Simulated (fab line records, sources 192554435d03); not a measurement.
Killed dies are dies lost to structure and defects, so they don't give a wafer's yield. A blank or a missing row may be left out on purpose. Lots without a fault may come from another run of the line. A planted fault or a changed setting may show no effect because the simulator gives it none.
fab line records | flow n5_finfet
record lots=5 wafers=15 last_day=15
route steps=1938 shown BEOL_M4@1099 BEOL_M5@1112 BEOL_M8@1371 PASSIVATION@1936
lots that met no fault: from a run of the same line without faults
start_h: hours from the record's first day to the start of the lot's first wafer shown | wait_h: hours since the lot's step before | " the same as in the row above | L1.1+2: a row that stands for several wafers | - no value, or no start given | * or withheld: withheld | < > ~ a bound
route shown NAME@n: a module of which the file shows steps, and the number in the route of the first | usual: mean/standard deviation of fault-free wafers | same: alike in all rows | chamber/n: place in a boat | sites: the reading at each site | _std_site: their standard deviation | _edge_site: outer sites' mean less inner sites' | radius_mm: how far each site lies from the wafer's centre | mask NAME#n: copy n | behind: the tool/chamber that last shaped the wafer | hold: why the lot was held/for how many hours/how that ended | device: the transistor (n, p or np) that didn't switch | end of line: the same wafers' tests at the end of the route | a step without rows: its recipe alone | killed: dies lost to structure and defects at the first sort, not the wafer's yield | map: a wafer's dies, x killed, . not, _ none there
set.NAME: the setting as run; set.NAME@STEP: as run at that earlier step | model.NAME: the simulator's own value behind a step, which no gauge read
lots at some steps of the route; a table a step, a row a wafer
services: from which hour (start_h, from the record's first day; less than 0 if before it) a tool's chamber was out of use, for how many hours, and why
## steps
# step N5_BEOL_M4_ANNEAL_95
# recipe temp_c=400 time_s=240 ambient=vacuum
# step N5_BEOL_M4_SPUTTER_96
# recipe material=Cu target_thk_a=45 temp_c=-20 chamber_pressure_pa=0.07 power_w=withheld time_s=8.29
# step N5_BEOL_M4_ECD_50
# recipe material=Cu target_thk_a=3000
# step N5_BEOL_M4_ANNEAL_51
# recipe temp_c=225 time_s=90 ambient=N2
# step N5_BEOL_M4_CMP_52
# recipe stop_on=SiOC t_overpolish_s=6.8 down_force_psi=1 platen_rpm=50 clearing_platen_down_force_psi=1.5 clearing_platen_rpm=50 post_cmp_clean=cu_alkaline target_thk_nm=40 clearing_platen_pad_velocity_m_s=0.99484 pad_velocity_m_s=0.99484
# step N5_BEOL_M4_PRE_CLEAN_60
# recipe gas=NH3/H2 time_s=15 temp_c=* rf_power_w=300
# step N5_BEOL_M4_CO_CAP_55
# recipe material=Co target_thk_a=20 temp_c=200 precursor=CCTBA/H2 pressure_torr=30 time_s=102.1
# step N5_BEOL_M4_PRE_CLEAN_56
# recipe gas=NH3 time_s=15 temp_c=withheld rf_power_w=300
# step N5_BEOL_M4_DEP_57
# recipe material=SiCN target_thk_a=80 temp_c=withheld precursor=3MS/NH3 pressure_torr=3 rf_w=202 time_s=14
# step N5_BEOL_M4_RC_MEAS_101
# usual DIBL_N=36.3/1.7 DIBL_P=36.0/1.9 IOFF_N=0.156/0.028 IOFF_P=0.21/0.036 ION_N=675/11 ION_P=463/7.8 SS_N=71.6/0.59 SS_P=73.2/0.63 VT_N=250/3.1 VT_P=-251/3.4
# columns lot.wafer tool chamber start_h wait_h DIBL_N[mV/V] DIBL_P[mV/V] IOFF_N[nA/um] IOFF_P[nA/um] ION_N[uA/um] ION_P[uA/um] SS_N[mV/dec] SS_P[mV/dec] VT_N[mV] VT_P[mV]
L711.1 prober-01 0 193.28 0.0 37.5 36.0 0.159 0.22 682 468 72.1 73.4 248 -247
L711.3 " 0 " " 37.4 36.1 0.158 0.23 677 461 71.7 73.6 248 -249
L711.4 " 0 " " 36.7 34.1 0.146 0.20 681 465 71.4 73.0 249 -251
L712.1 prober-02 0 193.76 0.0 36.7 36.4 0.168 0.23 689 466 72.1 73.2 247 -246
L712.5 " 0 " " 35.6 35.1 0.152 0.21 665 458 72.5 72.3 252 -248
L712.6 " 0 " " 33.8 33.5 0.119 0.19 667 469 70.8 72.7 253 -249
L715.3 prober-02 0 204.98 0.3 36.6 37.1 0.172 0.22 694 474 71.5 73.4 248 -250
L715.5 " 0 " " 35.8 34.4 0.153 0.18 661 454 72.0 72.6 247 -251
L715.6 " 0 " " 34.4 34.1 0.126 0.17 668 454 71.3 73.1 252 -255
L721.3 prober-02 0 248.62 0.3 35.5 36.9 0.142 0.18 672 455 71.6 72.8 254 -253
L721.5 " 0 " " 36.5 37.8 0.150 0.19 669 459 71.2 74.1 255 -253
L721.6 " 0 " " 38.2 39.8 0.205 0.23 685 463 72.3 73.4 248 -251
L724.3 prober-02 0 261.38 0.3 34.2 36.3 0.128 0.20 673 469 71.2 73.0 253 -250
L724.5 " 0 " " 31.7 32.2 0.095 0.15 653 454 70.3 71.8 258 -256
L724.6 " 0 " " 36.7 39.0 0.169 0.23 669 465 72.0 73.6 250 -252
# step N5_BEOL_M5_ILD_DEP_00
# recipe material=SiCOH_lowk target_thk_a=1406.4 temp_c=300 precursor=DEMS/porogen pressure_torr=5 rf_w=500 time_s=25.9
# step N5_BEOL_M5_CURE_79
# recipe temp_c=385 time_s=240 ambient=He/Ar material=SiCOH_lowk
# step N5_BEOL_M5_PECVD_70
# recipe material=SiO2 target_thk_a=160 temp_c=400 precursor=TEOS/O2 pressure_torr=5.5 rf_w=450 teos_flow_sccm=53.8 gas=O2 flow_sccm=3000 time_s=18
# step N5_BEOL_M5_HM_DEP_02
# recipe material=TiN target_thk_a=200 temp_c=25 chamber_pressure_pa=0.49996
# step N5_BEOL_M5_COAT_59
# recipe resist=SOC temp_c=250 time_s=60 spin_rpm=1500 resist_thk_nm=60
# step N5_BEOL_M5_COAT_60
# recipe resist=SiARC temp_c=220 time_s=60 spin_rpm=1500 resist_thk_nm=12
# step N5_BEOL_M5_COAT_71
# recipe resist=underlayer temp_c=205 time_s=60 spin_rpm=1500 resist_thk_nm=5
# step N5_BEOL_M5_COAT_05
# recipe resist=CAR-EUV spin_rpm=1500 resist_thk_nm=30
# step N5_BEOL_M5_EBR_07
# recipe solvent=PGMEA ebr_width_mm=1.5
# step N5_BEOL_M5_SOFTBAKE_06
# recipe temp_c=110 time_s=60 resist=CAR-EUV
# step N5_BEOL_M5_EXPOSE_08
# recipe mask_id=M5 na=0.33 source_shape=annular sigma_inner=0.4 sigma_outer=0.8 polarization=unpolarized target_cd_nm=28 dose_mj=35.75
# step N5_BEOL_M5_PEB_09
# recipe peb_temp_c=100 peb_time_s=60 resist=CAR-EUV
# step N5_BEOL_M5_DEVELOP_10
# recipe develop_time_s=30 developer=TMAH resist=CAR-EUV rinse_liquid=surfactant_rinse dry=air_spin dev_temp_c=23
# step N5_BEOL_M5_DESCUM_16
# recipe chemistry=O2 time_s=7 source_power_w=50 bias_power_w=20 pressure_mtorr=20 rf_frequency_hz=2.712e+07 temp_c=40 resist=CAR-EUV o2_flow_sccm=225
# step N5_BEOL_M5_ETCH_72
# recipe chemistry=N2/H2 target=underlayer target_depth_a=65 mask_material=CAR-EUV time_s=5.2 ion_energy_ev=200 pressure_mtorr=30 source_w=840 bias_w=150 n2_flow_sccm=200 h2_flow_sccm=200 ends=cleared
# step N5_BEOL_M5_ETCH_61
# recipe chemistry=CF4 target=SiARC target_depth_a=156 mask_material=CAR-EUV time_s=26 ion_energy_ev=80 pressure_mtorr=40 source_w=545 bias_w=36 Ar_flow_sccm=100 cf4_flow_sccm=100 ends=cleared
# step N5_BEOL_M5_ETCH_62
# recipe chemistry=N2/H2 target=SOC target_depth_a=750 overetch_a=150 mask_material=SiARC temp_c=40 time_s=112.5 ion_energy_ev=200 pressure_mtorr=30 source_w=840 bias_w=150 n2_flow_sccm=200 h2_flow_sccm=200
# step N5_BEOL_M5_STRIP_63
# recipe chemistry=N2/H2 temp_c=40 n2_flow_sccm=200 h2_flow_sccm=200 rf_frequency_hz=6e+07
# step N5_BEOL_M5_STRIP_73
# recipe chemistry=N2/H2 temp_c=40 n2_flow_sccm=200 h2_flow_sccm=200 rf_frequency_hz=6e+07
# step N5_BEOL_M5_STRIP_64
# recipe chemistry=CF4 resist=SiARC power_w=300 bias_power_w=75 pressure_mtorr=50 cf4_flow_sccm=150 rf_frequency_hz=6e+07
# step N5_BEOL_M5_HM_OPEN_17
# recipe chemistry=Cl2/BCl3 target_depth_a=200 overetch_a=60 target=TiN mask_material=SOC ion_energy_ev=150 pressure_mtorr=10 icp_w=1000 bias_w=126 Cl2_flow_sccm=53.25 bcl3_flow_sccm=21.75 Ar_flow_sccm=25
# step N5_BEOL_M5_STRIP_19
# recipe chemistry=O2 power_w=400 temp_c=40 pressure_mtorr=30 rf_frequency_hz=6e+07 bias_power_w=0 overash_fraction=0.2 o2_flow_sccm=225
# step N5_BEOL_M5_COAT_65
# recipe resist=SOC temp_c=250 time_s=60 spin_rpm=1500 resist_thk_nm=60
# step N5_BEOL_M5_COAT_66
# recipe resist=SiARC temp_c=220 time_s=60 spin_rpm=1500 resist_thk_nm=12
# step N5_BEOL_M8_ETCH_66
# recipe chemistry=N2/H2 target=SOC target_depth_a=800 overetch_a=160 mask_material=SiARC temp_c=40 time_s=120 ion_energy_ev=200 pressure_mtorr=30 source_w=840 bias_w=150 n2_flow_sccm=200 h2_flow_sccm=200
# usual bias_w=150.0/0.46 chamber_pressure_mTorr=30.001/0.027 drypump_motor_current_A=5.8/0.43 oes_product_au=0.60/0.046 rf_vpp_V=523.9/1.9 showerhead_plenum_p_Torr=2.55/0.061 throttle_valve_pct=17.91/0.19
# columns lot.wafer tool chamber start_h wait_h bias_w chamber_pressure_mTorr drypump_motor_current_A oes_product_au rf_hours_counter_h rf_vpp_V showerhead_plenum_p_Torr throttle_valve_pct model.CAR-EUV_of_BEOL_M8_COAT_22.thk_nm model.SiARC_of_BEOL_M8_COAT_64.thk_nm model.underlayer_of_BEOL_M8_COAT_71.thk_nm
L711.1 rie_diel-02 3 231.38 0.0 - - - - - - - - 11 12 5
L711.3 " 2 " " - - - - - - - - 11 12 5
L711.4 " 1 " " - - - - - - - - 11 12 5
L712.1 rie_diel-01 2 231.44 0.0 - - - - - - - - 11 12 5
L712.5 " 3 " " - - - - - - - - 11 12 5
L712.6 " 0 " " - - - - - - - - 11 12 5
L715.3 rie_diel-05 3 231.72 0.0 - - - - - - - - 11.2 12 5
L715.5 " 0 " " - - - - - - - - 11.4 12 5
L715.6 " 3 " " - - - - - - - - 11.2 12 5
L721.3 rie_diel-01 0 287.21 0.0 149.5 30.006 5.1 0.55 165 522.5 2.54 17.88 0 6.2 0
L721.5 " 0 " " 149.0 29.958 5.1 0.56 - 523.0 2.54 17.88 0 6.2 0
L721.6 " 3 " " 149.8 29.992 6.1 0.63 - 525.8 2.57 17.78 0 6.4 0
L724.3 rie_diel-05 1 295.04 0.0 150.3 29.972 5.7 0.55 215 522.9 2.50 17.83 0 6.4 0
L724.5 " 1 " " 150.3 29.932 5.7 0.55 - 522.8 2.50 17.85 0 6.6 0
L724.6 " 2 " " 149.4 30.009 5.3 0.62 - 524.6 2.56 17.72 0 6.4 0
# step N5_BEOL_M8_VIA_ETCH_34
# recipe chemistry=C4F6/O2 target=SiCOH_lowk target_depth_a=1255 mask_material=SOC taper_deg=4 time_s=50.5 ion_energy_ev=250 pressure_mtorr=30 source_w=345 bias_w=185 Ar_flow_sccm=300 C4F6_flow_sccm=10 O2_flow_sccm=10
# usual C4F6_flow_sccm=10.00/0.032 O2_flow_sccm=10.00/0.032 drypump_motor_current_A=5.8/0.44 oes_product_au=0.78/0.064 rf_vpp_V=668/9.7 showerhead_plenum_p_Torr=2.86/0.066 throttle_valve_pct=21.02/0.14
# columns lot.wafer tool chamber start_h wait_h C4F6_flow_sccm O2_flow_sccm drypump_motor_current_A oes_product_au rf_hours_counter_h rf_vpp_V showerhead_plenum_p_Torr throttle_valve_pct
L711.1 rie_diel-02 3 231.48 0.0 9.98 9.99 5.4 0.26 185 651 2.82 20.92
L711.3 " 2 " " 9.98 10.07 6.3 0.32 41 664 3.02 20.69
L711.4 " 1 " " 9.99 10.02 6.3 0.26 242 653 2.81 21.05
L712.1 rie_diel-01 2 231.54 0.0 9.99 10.00 5.2 0.28 180 668 2.74 21.16
L712.5 " 3 " " 9.99 9.98 6.1 0.32 - 672 2.91 20.66
L712.6 " 0 " " 9.95 10.00 5.1 0.27 - 681 2.85 20.78
L715.3 rie_diel-05 3 231.82 0.0 9.97 10.01 6.3 0.29 140 668 2.85 20.77
L715.5 " 0 " " 9.99 9.94 5.9 0.29 - 680 2.85 20.92
L715.6 " 3 " " 9.99 10.00 6.3 0.29 - 667 2.85 20.78
L721.3 rie_diel-01 0 287.31 0.0 10.00 9.97 5.1 0.73 165 681 2.84 20.98
L721.5 " 0 " " 10.05 9.96 5.1 0.74 - 679 2.84 20.98
L721.6 " 3 " " 10.05 10.03 6.1 0.83 - 674 2.90 20.83
L724.3 rie_diel-05 1 295.14 0.0 10.01 10.02 5.7 0.72 215 678 2.84 21.14
L724.5 " 1 " " 10.02 9.98 5.7 0.72 - 678 2.84 21.14
L724.6 " 2 " " 9.96 10.00 5.3 0.82 - 671 2.88 20.92
# step N5_PASSIVATION_PROBE_49
# usual defect_limited_yield=91.5/1.5 killed_at_M0_to_M3=30/11 killed_at_M4_up=13/4.9 killed_at_contacts=14/6.5 killed_at_front_end=40/11 killed_at_other=3.3/2.7 killed_dies=100/18 killed_on_rim=13/3.8 killed_open=67/14 killed_short=32/7.8 sort_bin_5_function=5.0/0.97 sort_bin_6_memory=3.2/0.75 sort_n_pass=1080/18 sort_yield_pct=91.5/1.5
# same gross_dies=1180 killed_at_back_side=0 sort_bin_4_leakage[%]=0 sort_bin_8_speed[%]=0
# columns lot.wafer tool chamber start_h wait_h defect_limited_yield[%] killed_at_M0_to_M3 killed_at_M4_up killed_at_contacts killed_at_front_end killed_at_other killed_dies killed_on_rim killed_open killed_short sort_bin_5_function[%] sort_bin_6_memory[%] sort_n_pass sort_yield_pct[%]
L711.1 prober-02 - 300.44 0.0 0 28 1108 14 30 0 1180 152 56 26 97.5 2.4 0 0
L711.3 prober-02 - 300.54 0.1 0 43 1091 9 34 3 1180 152 67 36 96.7 3.1 0 0
L711.4 prober-02 - 300.59 0.2 0 37 1080 15 44 4 1180 152 82 33 96.5 2.9 0 0
L712.1 prober-02 - 306.51 0.0 0 24 1086 41 25 4 1180 152 73 32 96.1 3.5 0 0
L712.5 prober-02 - 306.71 0.2 0 43 1063 28 38 8 1180 152 82 39 95.4 4.1 0 0
L712.6 prober-02 - 306.76 0.3 0 35 1082 20 40 3 1180 152 74 32 96.9 2.8 0 0
L715.3 prober-01 - 308.58 0.1 0 39 1076 9 51 5 1180 152 81 42 95.4 4.5 0 0
L715.5 prober-01 - 308.68 0.2 0 28 1097 13 41 1 1180 152 63 30 97.5 2.0 0 0
L715.6 prober-01 - 308.73 0.3 0 40 1087 14 34 5 1180 152 74 35 96.3 3.5 0 0
# killed by level:class
L711.1 BEOL_M8:area_etch=1098 MOL_CONTACT_COAG:geometric_particle:open=10 BEOL_M0_SAQP:geometric_particle:open=9 FIN_SAQP:geometric_particle:short=8 STI_FIN_REVEAL:geometric_particle:open=8 BEOL_M3:geometric_particle:open=8 BEOL_M1:geometric_particle:open=5 BEOL_M4:geometric_particle:open=5
L711.3 BEOL_M8:area_etch=1076 BEOL_M3:geometric_particle:open=9 BEOL_M0_SAQP:geometric_particle:open=8 BEOL_M4:geometric_particle:open=8 FIN_SAQP:geometric_particle:short=7 STI_FIN_REVEAL:geometric_particle:open=7 MOL_CONTACT_COAG:geometric_particle:open=7 BEOL_M0_SAQP:geometric_particle:short=7
L711.4 BEOL_M8:area_etch=1064 BEOL_M3:geometric_particle:open=12 MOL_CONTACT_COAG:geometric_particle:open=11 STI_FIN_REVEAL:geometric_particle:open=8 BEOL_M0_SAQP:geometric_particle:open=8 BEOL_M4:geometric_particle:open=8 FIN_SAQP:geometric_particle:open=6 DUMMY_GATE:geometric_particle:open=6
L712.1 BEOL_M8:area_etch=1075 MOL_CONTACT_COAG:geometric_particle:open=28 MOL_CONTACT_COAG:geometric_particle:short=13 BEOL_M3:geometric_particle:open=8 DUMMY_GATE:geometric_particle:open=7 BEOL_M2:geometric_particle:open=5 ILD0:geometric_particle:short=4 BEOL_M0_SAQP:geometric_particle:open=4
L712.5 BEOL_M8:area_etch=1058 MOL_CONTACT_COAG:geometric_particle:open=23 BEOL_M0_SAQP:geometric_particle:open=13 BEOL_M0_SAQP:geometric_particle:short=11 FIN_SAQP:geometric_particle:open=9 FIN_SAQP:geometric_particle:short=6 DUMMY_GATE:geometric_particle:open=5 MOL_CONTACT_COAG:geometric_particle:short=5
L712.6 BEOL_M8:area_etch=1073 MOL_CONTACT_COAG:geometric_particle:open=17 BEOL_M3:geometric_particle:open=11 STI_FIN_REVEAL:geometric_particle:open=7 BEOL_M0_SAQP:geometric_particle:open=7 BEOL_M2:geometric_particle:open=7 FIN_SAQP:geometric_particle:short=6 BEOL_M0_SAQP:geometric_particle:short=6
L715.3 BEOL_M8:area_etch=1057 FIN_SAQP:geometric_particle:short=14 DUMMY_GATE:geometric_particle:open=13 BEOL_M3:geometric_particle:open=12 BEOL_M2:geometric_particle:open=10 BEOL_M4:geometric_particle:open=9 MOL_CONTACT_COAG:geometric_particle:open=6 FIN_SAQP:geometric_particle:open=5
L715.5 BEOL_M8:area_etch=1087 MOL_CONTACT_COAG:geometric_particle:open=11 BEOL_M3:geometric_particle:open=8 FIN_SAQP:geometric_particle:short=7 FIN_SAQP:geometric_particle:open=6 DUMMY_GATE:geometric_particle:open=6 BEOL_M0_SAQP:geometric_particle:short=6 STI_FIN_REVEAL:geometric_particle:open=4
L715.6 BEOL_M8:area_etch=1071 MOL_CONTACT_COAG:geometric_particle:open=12 BEOL_M2:geometric_particle:open=11 BEOL_M3:geometric_particle:open=8 FIN_SAQP:geometric_particle:short=7 BEOL_M4:geometric_particle:open=6 BEOL_M0_SAQP:geometric_particle:open=5 BEOL_M0_SAQP:geometric_particle:short=5
# map L711.1 (x killed, . not)
_________________xxxxxxxxxxxx________________
______________xxxxxxxxxxxxxxxxxx_____________
___________xxxxxxxxxxxxxxxxxxxxxxxx__________
__________xxxxxxxxxxxxxxxxxxxxxxxxxx_________
________xxxxxxxxxxxxxxxxxxxxxxxxxxxxxx_______
_______xxxxxxxxxxxxxxxxxxxxxxxxxxxxxxxx______
______xxxxxxxxxxxxxxxxxxxxxxxxxxxxxxxxxx_____
_____xxxxxxxxxxxxxxxxxxxxxxxxxxxxxxxxxxxx____
____xxxxxxxxxxxxxxxxxxxxxxxxxxxxxxxxxxxxxx___
___xxxxxxxxxxxxxxxxxxxxxxxxxxxxxxxxxxxxxxxx__
___xxxxxxxxxxxxxxxxxxxxxxxxxxxxxxxxxxxxxxxx__
__xxxxxxxxxxxxxxxxxxxxxxxxxxxxxxxxxxxxxxxxxx_
__xxxxxxxxxxxxxxxxxxxxxxxxxxxxxxxxxxxxxxxxxx_
_xxxxxxxxxxxxxxxxxxxxxxxxxxxxxxxxxxxxxxxxxxxx
_xxxxxxxxxxxxxxxxxxxxxxxxxxxxxxxxxxxxxxxxxxxx
_xxxxxxxxxxxxxxxxxxxxxxxxxxxxxxxxxxxxxxxxxxxx
_xxxxxxxxxxxxxxxxxxxxxxxxxxxxxxxxxxxxxxxxxxxx
_xxxxxxxxxxxxxxxxxxxxxxxxxxxxxxxxxxxxxxxxxxxx
_xxxxxxxxxxxxxxxxxxxxxxxxxxxxxxxxxxxxxxxxxxxx
_xxxxxxxxxxxxxxxxxxxxxxxxxxxxxxxxxxxxxxxxxxxx
_xxxxxxxxxxxxxxxxxxxxxxxxxxxxxxxxxxxxxxxxxxxx
__xxxxxxxxxxxxxxxxxxxxxxxxxxxxxxxxxxxxxxxxxx_
__xxxxxxxxxxxxxxxxxxxxxxxxxxxxxxxxxxxxxxxxxx_
___xxxxxxxxxxxxxxxxxxxxxxxxxxxxxxxxxxxxxxxx__
___xxxxxxxxxxxxxxxxxxxxxxxxxxxxxxxxxxxxxxxx__
____xxxxxxxxxxxxxxxxxxxxxxxxxxxxxxxxxxxxxx___
_____xxxxxxxxxxxxxxxxxxxxxxxxxxxxxxxxxxxx____
______xxxxxxxxxxxxxxxxxxxxxxxxxxxxxxxxxx_____
_______xxxxxxxxxxxxxxxxxxxxxxxxxxxxxxxx______
________xxxxxxxxxxxxxxxxxxxxxxxxxxxxxx_______
__________xxxxxxxxxxxxxxxxxxxxxxxxxx_________
___________xxxxxxxxxxxxxxxxxxxxxxxx__________
______________xxxxxxxxxxxxxxxxxx_____________
_________________xxxxxxxxxxxx________________
# map L712.1 (x killed, . not)
_________________xxxxxxxxxxxx________________
______________xxxxxxxxxxxxxxxxxx_____________
___________xxxxxxxxxxxxxxxxxxxxxxxx__________
__________xxxxxxxxxxxxxxxxxxxxxxxxxx_________
________xxxxxxxxxxxxxxxxxxxxxxxxxxxxxx_______
_______xxxxxxxxxxxxxxxxxxxxxxxxxxxxxxxx______
______xxxxxxxxxxxxxxxxxxxxxxxxxxxxxxxxxx_____
_____xxxxxxxxxxxxxxxxxxxxxxxxxxxxxxxxxxxx____
____xxxxxxxxxxxxxxxxxxxxxxxxxxxxxxxxxxxxxx___
___xxxxxxxxxxxxxxxxxxxxxxxxxxxxxxxxxxxxxxxx__
___xxxxxxxxxxxxxxxxxxxxxxxxxxxxxxxxxxxxxxxx__
__xxxxxxxxxxxxxxxxxxxxxxxxxxxxxxxxxxxxxxxxxx_
__xxxxxxxxxxxxxxxxxxxxxxxxxxxxxxxxxxxxxxxxxx_
_xxxxxxxxxxxxxxxxxxxxxxxxxxxxxxxxxxxxxxxxxxxx
_xxxxxxxxxxxxxxxxxxxxxxxxxxxxxxxxxxxxxxxxxxxx
_xxxxxxxxxxxxxxxxxxxxxxxxxxxxxxxxxxxxxxxxxxxx
_xxxxxxxxxxxxxxxxxxxxxxxxxxxxxxxxxxxxxxxxxxxx
_xxxxxxxxxxxxxxxxxxxxxxxxxxxxxxxxxxxxxxxxxxxx
_xxxxxxxxxxxxxxxxxxxxxxxxxxxxxxxxxxxxxxxxxxxx
_xxxxxxxxxxxxxxxxxxxxxxxxxxxxxxxxxxxxxxxxxxxx
_xxxxxxxxxxxxxxxxxxxxxxxxxxxxxxxxxxxxxxxxxxxx
__xxxxxxxxxxxxxxxxxxxxxxxxxxxxxxxxxxxxxxxxxx_
__xxxxxxxxxxxxxxxxxxxxxxxxxxxxxxxxxxxxxxxxxx_
___xxxxxxxxxxxxxxxxxxxxxxxxxxxxxxxxxxxxxxxx__
___xxxxxxxxxxxxxxxxxxxxxxxxxxxxxxxxxxxxxxxx__
____xxxxxxxxxxxxxxxxxxxxxxxxxxxxxxxxxxxxxx___
_____xxxxxxxxxxxxxxxxxxxxxxxxxxxxxxxxxxxx____
______xxxxxxxxxxxxxxxxxxxxxxxxxxxxxxxxxx_____
_______xxxxxxxxxxxxxxxxxxxxxxxxxxxxxxxx______
________xxxxxxxxxxxxxxxxxxxxxxxxxxxxxx_______
__________xxxxxxxxxxxxxxxxxxxxxxxxxx_________
___________xxxxxxxxxxxxxxxxxxxxxxxx__________
______________xxxxxxxxxxxxxxxxxx_____________
_________________xxxxxxxxxxxx________________
## services
# columns tool chamber start_h hours kind
rie_diel-02 1 215.45 4.4 repair
rie_diel-01 1 220.56 - clean
rie_diel-01 1 220.56 - consumable_replace:focus_ring
rie_diel-01 1 220.56 19.1 scheduled_down
rie_diel-01 1 220.56 19.1 vent_cycle
rie_diel-01 - 223.56 0.1 repair
rie_diel-02 1 250.21 - clean
rie_diel-02 1 250.21 - consumable_replace:focus_ring
rie_diel-02 1 250.21 13.8 scheduled_down
rie_diel-02 1 250.21 13.8 vent_cycle
rie_diel-02 - 274.83 1.4 repair
## key
first_sign step=N5_BEOL_M8_ETCH_66 reading=tool_record direction=missing
effect step=N5_BEOL_M8_VIA_ETCH_34 reading=oes_product_au direction=down sigmas=7.7 usual=0.78 struck=0.29
effect step=N5_PASSIVATION_PROBE_49 reading=killed_at_M4_up direction=up sigmas=99+ usual=13 struck=1086
model_effect step=N5_BEOL_M8_ETCH_66 value=CAR-EUV_of_BEOL_M8_COAT_22.thk_nm without=0 struck=11.09
more_kills_born_at N5_BEOL_M8_ETCH_66@rie_diel-02=3238 N5_BEOL_M8_ETCH_66@rie_diel-05=3215 N5_BEOL_M8_ETCH_66@rie_diel-01=3206
met_at N5_BEOL_M8_ETCH_66
struck_wafers L711.1,L711.3,L711.4,L712.1,L712.5,L712.6,L715.3,L715.5,L715.6
later_rows_left_out L711.1,L711.3,L711.4,L712.1,L712.5,L712.6,L715.3,L715.5,L715.6
fault kind=skipped_step_whole tool=rie_diel-01,rie_diel-02,rie_diel-05 chamber=- onset_h=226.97 steps=N5_BEOL_M8_ETCH_66 scope=struck_lots_only
# later_rows_left_out: the simulator's readings of these wafers behind a module that went badly wrong aren't trusted and aren't shown, but for the sort
